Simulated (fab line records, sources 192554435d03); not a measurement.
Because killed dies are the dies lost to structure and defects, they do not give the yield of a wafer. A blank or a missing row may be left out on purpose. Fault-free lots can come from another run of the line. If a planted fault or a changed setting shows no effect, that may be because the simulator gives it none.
Which tool is to blame? -- flow n5_finfet -- 39 wafers from 13 lots sampled at 2 of the route's 1938 steps

## WHAT EACH GAUGE READ, for each wafer
N5_MIM_BOT_LITHO_OVL_MEAS_11.
lot,measured,on,MIM_BOT_OVL (nm)
L831,day 11 10:38,overlay-02,0 -10 -5
L833,day 11 23:56,overlay-01,8 -3 2
L834,day 12 10:47,overlay-01,3 -2 -3
L835,day 12 14:44,overlay-01,1 -9 -2
L836,day 12 08:14,overlay-01,2 -3 -2
L838,day 13 03:24,overlay-01,1 4 -2
L837,day 13 11:01,overlay-01,3 7 4
L841,day 14 06:34,overlay-02,-4 3 -1
L842,day 14 11:01,overlay-01,5 10 3
L843,day 14 11:11,overlay-01,-6 -3 4
L844,day 15 08:57,overlay-02,7 7 6
L845,day 15 08:29,overlay-02,-1 13 6
L852,day 17 04:55,overlay-02,5 -8 5

## EACH LOT AND THE TOOL THAT RAN IT (in order: tool; ch and the chambers of the sampled wafers; start)
lot,N5_BEOL_M2_SPUTTER_48
L831,"pvd_sputter-02, day 6 19:56"
L833,"pvd_sputter-03, day 7 08:38"
L834,"pvd_sputter-01, day 7 08:45"
L835,"pvd_sputter-02, day 7 10:20"
L836,"pvd_sputter-02, day 7 18:04"
L838,"pvd_sputter-01, day 8 06:49"
L837,"pvd_sputter-02, day 8 08:56"
L841,"pvd_sputter-03, day 9 07:20"
L842,"pvd_sputter-03, day 9 10:05"
L843,"pvd_sputter-03, day 9 21:23"
L844,"pvd_sputter-02, day 10 08:53"
L845,"pvd_sputter-03, day 10 11:31"
L852,"pvd_sputter-02, day 11 20:32"
- N5_BEOL_M2_SPUTTER_48: material Cu, target thk 4.5 nm, time 8.29 s.

## AS READ BY THE TOOLS THEMSELVES (means over the sampled wafers that have a number; for cases with no such wafer, the mark the record gives instead)
N5_BEOL_M2_SPUTTER_48.
lot,tool,throttle_valve_pct (%)
L831,pvd_sputter-02,30.6
L833,pvd_sputter-03,29.7
L834,pvd_sputter-01,31.0
L835,pvd_sputter-02,30.4
L836,pvd_sputter-02,29.7
L838,pvd_sputter-01,30.3
L837,pvd_sputter-02,30.4
L841,pvd_sputter-03,30.7
L842,pvd_sputter-03,29.8
L843,pvd_sputter-03,30.3
L844,pvd_sputter-02,30.5
L845,pvd_sputter-03,30.1
L852,pvd_sputter-02,29.6

## THE ANSWER, worked out from the rows above alone
Rule: the usual values come from the lots themselves. The widest of any qualifying gaps counts: lots, ordered by their means at a reading, are off when they make up no more than a third of the lots, leave a main group of 4 or more, and stand apart from it by 3 or more times the standard deviation of that group's means. If all means in a main group match to the digits the tables above print for the reading, that group is not used. A lot without any number at a reading at which 4 lots or more have one is off too. The other lots that the step has rows for count as sound. After the gauges, taken in route order, come the tools' own readings; for these a lot's mean is taken, as printed above. At the first step where some lot is off, the reading lying furthest off is the one used; lots without a number count as furthest.
None of the lots is off at any reading shown; this tells nothing.

## WHAT THE SIMULATOR PUT IN
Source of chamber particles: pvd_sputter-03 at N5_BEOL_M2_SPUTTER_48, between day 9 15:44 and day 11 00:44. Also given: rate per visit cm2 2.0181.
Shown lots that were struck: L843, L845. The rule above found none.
